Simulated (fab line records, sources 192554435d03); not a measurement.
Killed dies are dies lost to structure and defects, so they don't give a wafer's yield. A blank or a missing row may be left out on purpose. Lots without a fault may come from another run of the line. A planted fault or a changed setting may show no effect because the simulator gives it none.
Split-lot experiment | flow n5_finfet | 7 lots, 39 wafers read, on a route of 1938 steps

THE SPLIT
At N5_BEOL_M8_ILD_DEP_00 (deposits SiCOH lowk from DEMS/porogen, target thk 179.75 nm, time 33.4 s), the setting target_thk_a was moved away from the recipe's 1797.5 angstrom on 15 of the 39 wafers read, by -59.8% to +51.4%. The other wafers ran this setting at the recipe's value.

FROM THE SPLIT TO THE READING: what the file shows between them, 1 step
- N5_BEOL_M8_CURE_74: cures SiCOH lowk, time 240 s

THE READING
M8_ILD_THK, in nm, at N5_BEOL_M8_THK_MEAS_01. Fault-free wafers of this fab line usually give 155.5 nm, standard deviation 2.4 nm.

wafer  | tool, chamber at the split | target_thk_a as run, angstrom | against the recipe | M8_ILD_THK, nm | against lot-mates on the recipe
L081.1 | pecvd-01, 2                | 1797.5                        | recipe             | 155.6          | -
L081.2 | pecvd-01, 1                | 860.7                         | -52.1%             | 72.7           | -84.0
L081.3 | pecvd-01, 0                | 860.7                         | -52.1%             | 70.8           | -85.9
L081.4 | pecvd-01, 1                | 1797.5                        | recipe             | 157.1          | -
L081.5 | pecvd-01, 2                | 1797.5                        | recipe             | 157.4          | -
L081.6 | pecvd-01, 0                | 860.7                         | -52.1%             | 72.6           | -84.1
L079.1 | pecvd-02, 2                | 1797.5                        | recipe             | 155.8          | -
L079.3 | pecvd-02, 1                | 1797.5                        | recipe             | 155.1          | -
L079.6 | pecvd-02, 2                | 1797.5                        | recipe             | 156.5          | -
L084.1 | pecvd-01, 2                | 1797.5                        | recipe             | 156.8          | -
L084.2 | pecvd-01, 1                | 1797.5                        | recipe             | 154.0          | -
L084.3 | pecvd-01, 0                | 1797.5                        | recipe             | 151.5          | -
L084.4 | pecvd-01, 0                | 1797.5                        | recipe             | 153.8          | -
L084.5 | pecvd-01, 1                | 1797.5                        | recipe             | 154.3          | -
L084.6 | pecvd-01, 2                | 1797.5                        | recipe             | 156.2          | -
L085.1 | pecvd-02, 1                | 955.8                         | -46.8%             | 83.5           | -74.0
L085.2 | pecvd-02, 0                | 1797.5                        | recipe             | 155.8          | -
L085.3 | pecvd-02, 2                | 955.8                         | -46.8%             | 82.7           | -74.8
L085.4 | pecvd-02, 2                | 955.8                         | -46.8%             | 85.2           | -72.3
L085.5 | pecvd-02, 0                | 1797.5                        | recipe             | 158.4          | -
L085.6 | pecvd-02, 1                | 1797.5                        | recipe             | 158.2          | -
L091.1 | pecvd-01, 0                | 1797.5                        | recipe             | 152.0          | -
L091.2 | pecvd-01, 2                | 2657                          | +47.8%             | 231.0          | +76.6
L091.3 | pecvd-01, 1                | 2657                          | +47.8%             | 228.6          | +74.2
L091.4 | pecvd-01, 1                | 2657                          | +47.8%             | 229.2          | +74.8
L091.5 | pecvd-01, 2                | 1797.5                        | recipe             | 158.9          | -
L091.6 | pecvd-01, 0                | 1797.5                        | recipe             | 152.2          | -
L088.1 | pecvd-04, 2                | 1797.5                        | recipe             | 153.8          | -
L088.2 | pecvd-04, 0                | 1797.5                        | recipe             | 154.0          | -
L088.3 | pecvd-04, 0                | 2722                          | +51.4%             | 238.5          | +83.2
L088.4 | pecvd-04, 2                | 2722                          | +51.4%             | 236.2          | +80.9
L088.5 | pecvd-04, 2                | 2722                          | +51.4%             | 237.0          | +81.7
L088.6 | pecvd-04, 0                | 1797.5                        | recipe             | 158.2          | -
L095.1 | pecvd-01, 0                | 1797.5                        | recipe             | 153.9          | -
L095.2 | pecvd-01, 2                | 1797.5                        | recipe             | 153.7          | -
L095.3 | pecvd-01, 1                | 722.3                         | -59.8%             | 58.7           | -96.5
L095.4 | pecvd-01, 0,1              | 722.3                         | -59.8%             | 61.5           | -93.7
L095.5 | pecvd-01, 2                | 1797.5                        | recipe             | 158.0          | -
L095.6 | pecvd-01, 0,1              | 722.3                         | -59.8%             | 61.6           | -93.6
Where a row lists several chambers, the file gives one row for several wafers and doesn't say which wafer went through which chamber.

THE FIT
A straight line over all 39 wafers: M8_ILD_THK changes by +1.57 nm for each +1% of target_thk_a; r = +1.00; the points scatter about the line by 2 nm.
The same after taking each lot's own level away (the mean of its wafers on the recipe; 39 wafers): +1.59 nm for each +1%; r = +1.00; scatter 1.7 nm.
On that fit, the largest move of target_thk_a shifts the reading by 95 nm.
The lots' own levels span 154.37 to 157.47 nm, that is 1.3 times the standard deviation above.
So the lot-to-lot level changes the slope little: the two slopes agree.
Check: with one of the wafers moved furthest among these (-59.8%) left out of the fit, the line predicts -95 nm for it against its lot-mates. It came out at -96.5 nm against them.

THE WHOLE CHAIN: every reading that the file lists as answering this split, in the file's order
step                   | what it does                                                             | reading                                                                                  | change (the file's fit)              | r (the file's)
N5_BEOL_M8_ILD_DEP_00  | deposits SiCOH lowk from DEMS/porogen, target thk 179.75 nm, time 33.4 s | SiCOH_lowk_of_BEOL_M8_ILD_DEP_00.thk_nm (the simulator's own value, which no gauge read) | +1.83 nm for each +1% of the setting | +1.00
N5_BEOL_M8_CURE_74     | cures SiCOH lowk, time 240 s                                             | SiCOH_lowk_of_BEOL_M8_ILD_DEP_00.thk_nm (the simulator's own value, which no gauge read) | +1.59 nm for each +1% of the setting | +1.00
N5_BEOL_M8_THK_MEAS_01 |                                                                          | M8_ILD_THK                                                                               | +1.59 for each +1% of the setting    | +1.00

THE FILE'S OWN FIT
M8_ILD_THK changes by +1.59 nm for each +1% of target_thk_a, r = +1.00.
